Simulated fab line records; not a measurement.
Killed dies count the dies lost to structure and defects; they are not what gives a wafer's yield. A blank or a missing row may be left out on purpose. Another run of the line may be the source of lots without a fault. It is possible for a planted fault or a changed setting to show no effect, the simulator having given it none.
fab line records ; flow nand-harc
[record] lots = 14; wafers = 40; last-day = 29
route steps=1159 shown A_WL_FILL@809 END@1159
lots with no fault: from the same line, run without faults
start-h: hours from the record's opening day to when the first of the lot's shown wafers began ; wait-h: hours elapsed since this lot's preceding step ; " the same as in the row above ; L1.1+2: several wafers, shown together as one row ; - no value, or no start was given ; * or withheld: withheld ; < > ~ a bound
route shown NAME@n: NAME is a module with steps in the file, n the number in the route of the first one ; usual: average and standard deviation across the fault-free wafers ; same: alike in all rows ; chamber/n: place in a boat ; sites: the reading at each site ; _std_site: standard deviation of those values ; _edge_site: mean of outer sites minus mean of inner sites ; radius-mm: for every site, how far away it sits from the centre of the wafer ; mask NAME#n: copy n ; behind: tool/chamber where the wafer was last shaped ; hold: why the lot went on hold/how many hours it stayed there/how the hold came to an end ; device: whichever transistor did not switch (one of n, p or np) ; end of line: tests of these same wafers at the route's end ; for a step that has no rows: nothing shown but its recipe ; killed: dies that structure and defects cost at the first sort, which is not the same as the wafer's yield ; map: a wafer's dies, x killed, . not, _ none there
set.NAME: the setting as run; set.NAME@STEP: as run at that earlier step ; model.NAME: the simulator's own value behind a step, which no gauge read
a sample of lots followed through the steps of the route, with each step as a table and each wafer as a row
services: from which hour (start-h, from the record's first day; less than 0 if before it) a tool's chamber was out of use, for how many hours, and why
[[steps]]
[step NHARC_A_WL_FILL_ALD_00]
[recipe] target-thk-a = 30; pulse-time-s = 3; ald-cycles = 30; temp-c = 300; material = Al2O3
[usual] heater-power-w = 451/59; precursor-pulse-height-rel = 1.000/0.021
[same] ald-cycles = 30; pulse-time-s = 3
lot.wafer;tool;chamber;start-h;wait-h;heater-power-w;precursor-pulse-height-rel
L835.1;ald-hk-03;0;396.31;0.1;518;1.015
L835.4;ald-hk-03;1;396.31;0.1;410;1.004
L835.6;ald-hk-03;3;396.31;0.1;513;1.007
L836.1;ald-hk-01;2;396.32;0.1;484;1.002
L836.3;ald-hk-01;3;396.32;0.1;423;1.008
L836.6;ald-hk-01;0;396.32;0.1;458;0.968
L833.2;ald-hk-03;3;405.02;0.1;504;0.980
L833.1;ald-hk-03;1;405.02;0.1;409;0.995
L833.5;ald-hk-03;2;405.02;0.1;378;0.957
L838.4;ald-hk-04;2;411.48;0.1;419;0.990
L838.6;ald-hk-04;0;411.48;0.1;361;1.005
L838.5;ald-hk-04;1;411.48;0.1;519;0.977
L840.1;ald-hk-04;3;415.74;0.8;502;0.963
L840.2;ald-hk-04;2;415.74;0.8;420;1.017
L840.5;ald-hk-04;3;415.74;0.8;492;1.011
L837.4;ald-hk-04;2;415.90;1.0;423;0.972
L837.6;ald-hk-04;2;415.90;1.0;418;0.981
L837.5;ald-hk-04;3;415.90;1.0;499;1.013
L839.2;ald-hk-04;2;416.26;1.3;412;1.011
L839.3;ald-hk-04;3;416.26;1.3;511;1.010
L839.6;ald-hk-04;2;416.26;1.3;420;1.008
L843.2;ald-hk-03;0;428.36;5.8;510;1.003
L843.1;ald-hk-03;1;428.36;5.8;406;0.988
L846.2;ald-hk-04;0;438.91;0.7;368;1.004
L846.1;ald-hk-04;1;438.91;0.7;515;1.002
L853.2;ald-hk-04;1;445.04;0.1;513;1.004
L853.4;ald-hk-04;0;445.04;0.1;365;0.998
L853.5;ald-hk-04;1;445.04;0.1;520;0.977
L850.2;ald-hk-04;1;445.26;0.2;516;0.931
L850.1;ald-hk-04;2;445.26;0.2;404;0.989
L850.6;ald-hk-04;0;445.26;0.2;375;1.009
L852.1;ald-hk-01;2;450.28;0.1;477;0.988
L852.3;ald-hk-01;3;450.28;0.1;436;1.018
L852.6;ald-hk-01;2;450.28;0.1;466;1.013
L848.2;ald-hk-03;3;455.08;0.1;524;1.009
L848.1;ald-hk-03;0;455.08;0.1;497;1.037
L848.6;ald-hk-03;1;455.08;0.1;422;0.997
L854.1;ald-hk-04;0;471.55;0.1;373;0.961
L854.4;ald-hk-04;1;471.55;0.1;515;1.007
L854.5;ald-hk-04;0;471.55;0.1;367;0.994
[step NHARC_A_WL_FILL_ALD_10]
[recipe] target-thk-a = 500; pulse-time-s = 10; ald-cycles = 500; temp-c = 300; material = SiO2
[usual] heater-power-w = 454/56; precursor-pulse-height-rel = 1.000/0.021
[same] ald-cycles = 500; pulse-time-s = 10
lot.wafer;tool;chamber;start-h;wait-h;heater-power-w;precursor-pulse-height-rel
L835.4;ald-hk-04;2;413.49;1.1;414;0.978
L835.1;ald-hk-04;3;413.49;1.1;497;0.980
L835.6;ald-hk-04;1;415.05;2.7;514;1.018
L836.1;ald-hk-03;3;415.17;2.8;517;0.992
L836.3;ald-hk-03;0;416.19;3.8;496;1.034
L836.6;ald-hk-03;3;419.24;6.8;519;0.971
L833.1;ald-hk-04;2;426.07;4.0;404;1.024
L833.2;ald-hk-04;1;427.62;5.5;502;0.982
L833.5;ald-hk-04;3;428.64;6.5;515;1.006
L838.4;ald-hk-03;0;428.69;1.1;521;0.983
L838.5;ald-hk-03;0;430.71;3.1;498;1.001
L838.6;ald-hk-03;1;430.71;3.1;405;0.995
L840.1;ald-hk-01;1;429.40;1.8;462;1.044
L840.2;ald-hk-01;2;429.40;1.8;469;0.996
L840.5;ald-hk-01;0;430.94;3.4;472;0.979
L839.2;ald-hk-01;0;433.26;0.1;467;1.035
L839.3;ald-hk-01;2;434.30;1.1;462;0.988
L839.6;ald-hk-01;1;435.85;2.6;469;0.995
L837.4;ald-hk-03;2;433.77;0.6;358;0.965
L837.5;ald-hk-03;1;435.32;2.1;405;1.019
L837.6;ald-hk-03;2;435.32;2.1;374;1.005
L843.1;ald-hk-04;2;447.65;0.1;422;0.978
L843.2;ald-hk-04;3;447.65;0.1;515;0.987
L846.2;ald-hk-04;3;466.19;0.6;507;1.009
L846.1;ald-hk-04;0;466.19;0.6;366;0.997
L853.4;ald-hk-03;0;479.79;0.0;523;0.989
L853.2;ald-hk-03;3;481.34;1.6;521;1.002
L853.5;ald-hk-03;1;482.38;2.6;408;1.043
L850.1;ald-hk-01;3;480.31;0.6;438;0.984
L850.2;ald-hk-01;1;481.34;1.6;462;1.027
L850.6;ald-hk-01;2;481.34;1.6;473;0.983
L848.1;ald-hk-01;2;484.99;0.1;471;0.991
L848.2;ald-hk-01;0;486.03;1.1;463;1.009
L848.6;ald-hk-01;3;487.59;2.6;423;0.974
L852.1;ald-hk-03;3;485.51;0.6;522;1.002
L852.3;ald-hk-03;1;486.56;1.6;401;0.995
L852.6;ald-hk-03;2;486.56;1.6;364;1.003
L854.1;ald-hk-01;0;510.38;0.4;482;0.975
L854.4;ald-hk-01;3;511.92;1.9;427;0.999
L854.5;ald-hk-01;1;512.95;3.0;478;0.971
[step NHARC_A_WL_FILL_ETCHBACK_26]
[recipe] target-depth-a = 520; time-s = 13.3; hbr-flow-sccm = 150; rf-w = 350; icp-w = 350; bias-w = 60; chemistry = HBr
[usual] drypump-motor-current-A = 5.5/0.37; oes-product-au = 1.000/0.0084; throttle-valve-pct = 23.266/0.0093
lot.wafer;tool;chamber;start-h;wait-h;drypump-motor-current-A;oes-product-au;rf-hours-counter-h;throttle-valve-pct
L835.1;rie-si-03;0;422.32;0.4;5.3;1.012;0.8;23.263
L835.4;rie-si-03;1;422.32;0.4;5.6;0.991;0.6;23.262
L835.6;rie-si-03;0;422.32;0.4;5.3;1.011;-;23.268
L836.3;rie-si-06;3;428.41;0.4;5.2;0.993;0.5;23.273
L836.1;rie-si-06;0;428.41;0.4;4.9;0.996;0.4;23.260
L836.6;rie-si-06;2;428.41;0.4;5.8;0.994;-;23.265
L833.2;rie-si-06;0;435.65;0.4;4.9;0.995;0.5;23.276
L833.1;rie-si-06;3;435.65;0.4;5.2;0.987;0.5;23.271
L833.5;rie-si-06;0;435.65;0.4;4.9;0.990;-;23.263
L840.1;rie-si-06;2;438.82;0.4;5.8;0.992;0.5;23.272
L840.2;rie-si-06;0;438.82;0.4;4.9;0.993;0.5;23.262
L840.5;rie-si-06;2;438.82;0.4;5.8;1.002;-;23.265
L838.4;rie-si-05;3;438.84;0.4;6.0;0.982;0.1;23.264
L838.5;rie-si-05;1;438.84;0.4;5.9;0.997;-;23.268
L838.6;rie-si-05;2;438.84;0.4;5.0;0.997;-;23.258
L839.3;rie-si-06;2;443.34;0.4;5.8;1.000;0.5;23.255
L839.2;rie-si-06;1;443.34;0.4;5.8;0.999;0.5;23.265
L839.6;rie-si-06;2;443.34;0.4;5.7;1.011;-;23.273
L837.4;rie-si-03;0;443.36;0.4;5.3;1.018;1.0;23.265
L837.5;rie-si-03;1;443.36;0.4;5.6;1.003;-;23.277
L837.6;rie-si-03;2;443.36;0.4;5.4;1.001;-;23.262
L843.1;rie-si-06;2;457.63;0.4;5.7;1.005;0.6;23.262
L843.2;rie-si-06;3;457.63;0.4;5.2;0.857;0.7;23.273
L846.2;rie-si-06;2;475.94;0.4;5.8;0.878;0.7;23.272
L846.1;rie-si-06;0;475.94;0.4;4.9;0.996;0.8;23.245
L850.1;rie-si-05;3;489.67;0.4;5.9;1.003;0.4;23.270
L850.2;rie-si-05;2;489.67;0.4;4.9;1.007;0.4;23.277
L850.6;rie-si-05;3;489.67;0.4;6.0;1.000;-;23.273
L853.2;rie-si-03;3;489.68;0.4;5.6;1.004;1.2;23.253
L853.4;rie-si-03;3;489.68;0.4;5.6;0.999;-;23.268
L853.5;rie-si-03;1;489.68;0.4;5.7;1.008;-;23.257
L852.1;rie-si-05;3;495.23;0.4;5.9;0.998;0.5;23.267
L852.3;rie-si-05;1;495.23;0.4;5.9;0.995;0.5;23.265
L852.6;rie-si-05;3;495.23;0.4;6.0;1.010;-;23.285
L848.2;rie-si-06;1;495.23;0.4;5.7;0.865;1.0;23.271
L848.1;rie-si-06;3;495.23;0.4;5.2;0.995;1.0;23.238
L848.6;rie-si-06;1;495.23;0.4;5.7;0.990;-;23.278
L854.4;rie-si-03;1;520.62;0.4;5.7;1.010;0;23.260
L854.1;rie-si-03;0;520.62;0.4;5.3;1.024;0;23.298
L854.5;rie-si-03;1;520.62;0.4;5.6;1.007;-;23.278
[step NHARC_A_WL_FILL_CMP_12]
[recipe] t-overpolish-s = 30; target-thk-nm = 75
[usual] motor-current-A = 12.1/1.3; overpolish-run-s = 29.999/0.0094; time-to-endpoint-s = 15.5/2.1
lot.wafer;tool;chamber;start-h;wait-h;motor-current-A;overpolish-run-s;time-to-endpoint-s
L835.4;cmp-04;3;436.18;2.9;12.1;30.006;18.3
L835.1;cmp-04;0;436.18;2.9;11.6;29.990;20.0
L835.6;cmp-04;3;436.18;2.9;12.6;29.991;18.7
L836.3;cmp-03;3;441.07;2.2;14.4;29.987;13.6
L836.1;cmp-03;0;441.07;2.2;9.6;30.004;18.9
L836.6;cmp-03;2;441.07;2.2;11.2;29.998;14.5
L833.1;cmp-04;2;451.12;4.3;13.2;30.014;18.4
L833.2;cmp-04;0;451.12;4.3;11.6;29.979;15.5
L833.5;cmp-04;2;451.12;4.3;13.1;30.018;17.2
L840.2;cmp-04;0;456.37;3.6;11.7;30.005;20.1
L840.1;cmp-04;1;456.37;3.6;12.3;29.993;17.8
L840.5;cmp-04;3;456.37;3.6;12.0;29.991;13.5
L838.4;cmp-03;0;456.69;2.2;9.9;29.995;15.0
L838.5;cmp-03;2;456.69;2.2;11.3;29.999;14.4
L838.6;cmp-03;3;456.69;2.2;14.5;30.022;14.3
L837.4;cmp-03;0;463.91;2.9;9.8;30.006;15.0
L837.6;cmp-03;3;463.91;2.9;15.0;30.009;13.9
L837.5;cmp-03;0;463.91;2.9;10.1;30.001;15.3
L839.3;cmp-04;0;464.15;2.2;11.4;29.999;18.0
L839.2;cmp-04;2;464.15;2.2;13.2;29.989;14.1
L839.6;cmp-04;3;464.15;2.2;12.6;30.009;14.1
L843.2;cmp-04;0;491.90;3.6;11.8;30.002;18.2
L843.1;cmp-04;1;491.90;3.6;12.1;30.003;18.6
L846.2;cmp-04;1;505.66;3.6;12.0;30.014;18.2
L846.1;cmp-04;2;505.66;3.6;13.8;30.002;17.3
L850.1;cmp-01;0;515.13;4.3;12.8;30.001;18.4
L850.2;cmp-01;1;515.13;4.3;13.1;30.012;16.2
L850.6;cmp-01;3;515.13;4.3;13.3;29.985;18.3
L853.4;cmp-03;3;519.38;2.2;14.1;29.995;11.2
L853.2;cmp-03;1;519.38;2.2;10.9;29.985;13.1
L853.5;cmp-03;2;519.38;2.2;11.0;30.004;14.7
L852.3;cmp-03;1;523.54;2.9;11.3;30.005;13.3
L852.1;cmp-03;3;523.54;2.9;14.4;29.992;15.3
L852.6;cmp-03;0;523.54;2.9;9.7;29.988;15.9
L848.1;cmp-04;0;523.70;4.4;11.4;30.001;14.8
L848.2;cmp-04;1;523.70;4.4;12.4;29.996;18.2
L848.6;cmp-04;0;523.70;4.4;11.4;30.012;18.0
L854.4;cmp-01;1;548.60;2.2;13.1;30.002;14.8
L854.1;cmp-01;2;548.60;2.2;10.8;29.992;16.3
L854.5;cmp-01;1;548.60;2.2;12.9;30.017;13.4
[step NHARC_END_SORT_01]
[recipe] temp-c = 25
[usual] killed-at-array = 29/11; killed-at-other = 0.5/0.85; killed-at-periphery = 3.0/2.3; killed-dies = 33/12; killed-open = 3.3/1.9; killed-short = 2.0/1.5
[same] gross-dies = 677
lot.wafer;tool;chamber;start-h;wait-h;killed-at-array;killed-at-other;killed-at-periphery;killed-dies;killed-open;killed-short
L838.4;prober-01;0;597.94;3.4;26;4;3;33;1;1
L838.5;prober-01;0;598.73;3.7;29;3;1;33;2;2
L838.6;prober-01;0;599.52;3.9;24;2;4;30;2;2
L839.2;prober-01;0;604.08;2.8;36;0;1;37;3;2
L839.3;prober-01;0;604.85;3.0;37;1;2;40;6;3
L839.6;prober-01;0;607.17;3.9;41;0;0;41;7;0
L843.1;prober-02;0;623.10;2.5;16;0;2;18;2;3
L843.2;prober-02;0;623.91;2.8;22;0;0;22;1;2
L853.2;prober-01;0;643.00;2.8;44;0;3;47;1;1
L853.4;prober-01;0;644.60;3.4;52;1;6;59;2;0
L853.5;prober-01;0;645.39;3.7;41;0;5;46;2;1
L852.1;prober-02;0;646.52;2.5;32;0;4;36;2;1
L852.3;prober-02;0;648.10;3.1;25;0;2;27;7;2
L852.6;prober-02;0;650.48;4.0;26;0;2;28;3;0
// killed by level:class
L838.4 A_CHANNEL_HOLE_D1:chamber-film-flake=17 A_SLIT:chamber-film-flake=5 THIN_TSV:chamber-film-flake=3 P_STI:chamber-film-flake=2 A_WL_FILL:chamber-film-flake=2 A_CHANNEL_HOLE_D1:geometric-particle:open=1 A_CONTACT:geometric-particle:short=1 P_ZERO_WELL:chamber-film-flake=1
L838.5 A_CHANNEL_HOLE_D1:chamber-film-flake=17 A_STAIRCASE:chamber-film-flake=3 A_CONTACT:chamber-film-flake=3 THIN_TSV:chamber-film-flake=3 A_CHANNEL_FILL_D1:geometric-particle:open=1 A_SGD_CUT:geometric-particle:short=1 A_CONTACT:geometric-particle:open=1 A_M0:geometric-particle:short=1
L838.6 A_CHANNEL_HOLE_D1:chamber-film-flake=13 A_CONTACT:chamber-film-flake=4 P_STI:chamber-film-flake=2 A_SLIT:chamber-film-flake=2 THIN_TSV:chamber-film-flake=2 P_GATE:geometric-particle:short=1 A_SOURCE_PLATE:geometric-particle:short=1 A_CHANNEL_FILL_D1:geometric-particle:open=1
L839.2 A_SLIT:chamber-film-flake=14 A_CHANNEL_HOLE_D1:chamber-film-flake=13 A_CONTACT:chamber-film-flake=3 P_CONTACT:geometric-particle:short=1 A_CHANNEL_HOLE_D1:geometric-particle:open=1 A_CHANNEL_FILL_D1:geometric-particle:open=1 A_WL_FILL:geometric-particle:short=1 A_M0:geometric-particle:open=1
L839.3 A_CHANNEL_HOLE_D1:chamber-film-flake=13 A_SLIT:chamber-film-flake=11 A_CONTACT:chamber-film-flake=3 A_CHANNEL_FILL_D1:geometric-particle:open=2 A_WL_FILL:geometric-particle:short=2 A_CONTACT:geometric-particle:open=2 P_M2:geometric-particle:open=1 A_BLC:geometric-particle:short=1
L839.6 A_CHANNEL_HOLE_D1:chamber-film-flake=16 A_SLIT:chamber-film-flake=13 A_STAIRCASE:chamber-film-flake=4 A_CONTACT:geometric-particle:open=3 A_SGD_CUT:geometric-particle:open=2 A_BLC:geometric-particle:open=2 A_ZERO_WELL:chamber-film-flake=1
L843.1 A_STAIRCASE:chamber-film-flake=5 A_CONTACT:chamber-film-flake=5 A_CHANNEL_HOLE_D1:chamber-film-flake=2 P_GATE:geometric-particle:short=1 A_ONON_D1:geometric-particle:open=1 A_CHANNEL_HOLE_D1:geometric-particle:short=1 A_CHANNEL_FILL_D1:geometric-particle:open=1 A_SGD_CUT:geometric-particle:short=1
L843.2 A_STAIRCASE:chamber-film-flake=10 A_CHANNEL_HOLE_D1:chamber-film-flake=4 A_CONTACT:chamber-film-flake=4 A_CHANNEL_HOLE_D1:geometric-particle:short=1 A_SGD_CUT:geometric-particle:short=1 A_CONTACT:geometric-particle:open=1 A_ZERO_WELL:chamber-film-flake=1
L853.2 A_CHANNEL_HOLE_D1:chamber-film-flake=17 A_SLIT:chamber-film-flake=16 A_CONTACT:chamber-film-flake=5 A_STAIRCASE:chamber-film-flake=3 P_STI:chamber-film-flake=2 P_CONTACT:geometric-particle:short=1 A_ONON_D1:geometric-particle:open=1 A_CHANNEL_FILL_D1:chamber-film-flake=1
L853.4 A_SLIT:chamber-film-flake=18 A_CHANNEL_HOLE_D1:chamber-film-flake=16 A_STAIRCASE:chamber-film-flake=5 A_CHANNEL_FILL_D1:chamber-film-flake=4 P_STI:chamber-film-flake=4 A_CONTACT:chamber-film-flake=4 A_ZERO_WELL:chamber-film-flake=2 A_BLC:geometric-particle:open=1
L853.5 A_CHANNEL_HOLE_D1:chamber-film-flake=15 A_SLIT:chamber-film-flake=12 A_CONTACT:chamber-film-flake=4 P_STI:chamber-film-flake=3 A_STAIRCASE:chamber-film-flake=3 A_CHANNEL_FILL_D1:geometric-particle:open=2 A_WL_FILL:chamber-film-flake=2 A_M0:chamber-film-flake=2
L852.1 A_STAIRCASE:chamber-film-flake=11 A_CHANNEL_HOLE_D1:chamber-film-flake=7 A_CHANNEL_FILL_D1:chamber-film-flake=3 A_BLC:chamber-film-flake=3 P_M2:chamber-film-flake=2 A_WL_FILL:chamber-film-flake=2 P_CONTACT:geometric-particle:open=1 A_CHANNEL_HOLE_D1:geometric-particle:short=1
L852.3 A_STAIRCASE:chamber-film-flake=8 A_CHANNEL_HOLE_D1:chamber-film-flake=5 A_BLC:chamber-film-flake=4 A_CONTACT:geometric-particle:open=2 A_M1:geometric-particle:open=2 P_BONDPAD:geometric-particle:open=1 A_ONON_D1:geometric-particle:open=1 A_CHANNEL_FILL_D1:geometric-particle:short=1
L852.6 A_STAIRCASE:chamber-film-flake=7 A_CHANNEL_HOLE_D1:chamber-film-flake=6 A_WL_FILL:chamber-film-flake=4 A_CONTACT:chamber-film-flake=3 A_WL_FILL:geometric-particle:open=2 A_BLC:chamber-film-flake=2 A_CONTACT:geometric-particle:open=1 P_M0:chamber-film-flake=1
[[services]]
tool;chamber;start-h;hours;kind
cmp-01;-;374.05;0.5;repair
ald-hk-04;0;375.48;-;clean
ald-hk-04;1;375.48;-;clean
ald-hk-04;2;375.48;-;clean
cmp-01;-;375.50;4.0;pm
rie-si-03;2;376.94;4.5;repair
rie-si-06;2;396.88;2.6;repair
cmp-04;-;399.14;4.0;pm
ald-hk-01;-;412.13;10.0;pm
rie-si-05;-;416.00;9.0;pm
cmp-03;-;421.73;1.5;repair
cmp-04;-;431.45;2.3;repair
cmp-03;-;450.05;4.0;pm
cmp-01;-;473.50;4.0;pm
rie-si-03;0;484.89;8.2;repair
cmp-04;-;488.31;2.4;repair
cmp-04;-;497.14;4.0;pm
ald-hk-03;-;502.40;10.0;pm
rie-si-03;-;509.00;9.0;pm
rie-si-06;1;532.96;7.1;repair
rie-si-06;-;537.00;9.0;pm
ald-hk-04;-;543.48;10.0;pm
rie-si-06;0;547.05;2.3;repair
cmp-03;-;548.05;4.0;pm
[[key]]
[first-sign] step = NHARC_A_WL_FILL_ETCHBACK_26; reading = oes-product-au; direction = down; sigmas = 16; usual = 1.000; struck = 0.867
effect none on later readings
met-at NHARC_A_WL_FILL_ETCHBACK_26
struck-lots L843,L846,L848
struck-wafers L843.2,L846.2,L848.2
tester-left-out L843,L846,L848
not-acting-at NHARC_A_WL_FILL_ALD_00,NHARC_A_WL_FILL_ALD_10,NHARC_A_WL_FILL_CMP_12
onset-between 443.34 457.63
[fault] kind = process-parameter-drift; tool = rie-si-06; chamber = -; onset-h = 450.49; steps = NHARC_A_WL_FILL_ETCHBACK_26; channel = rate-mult; offset = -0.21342; shape = step; end-h = 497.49; scope = struck-wafers-only
// tester-left-out: of these lots the tester's yield and bins aren't shown, on N5 and GAA mostly nor the transistor test; their killed dies are dies lost to structure and defects alone, not to doping, threshold or leakage, so they don't give the yield
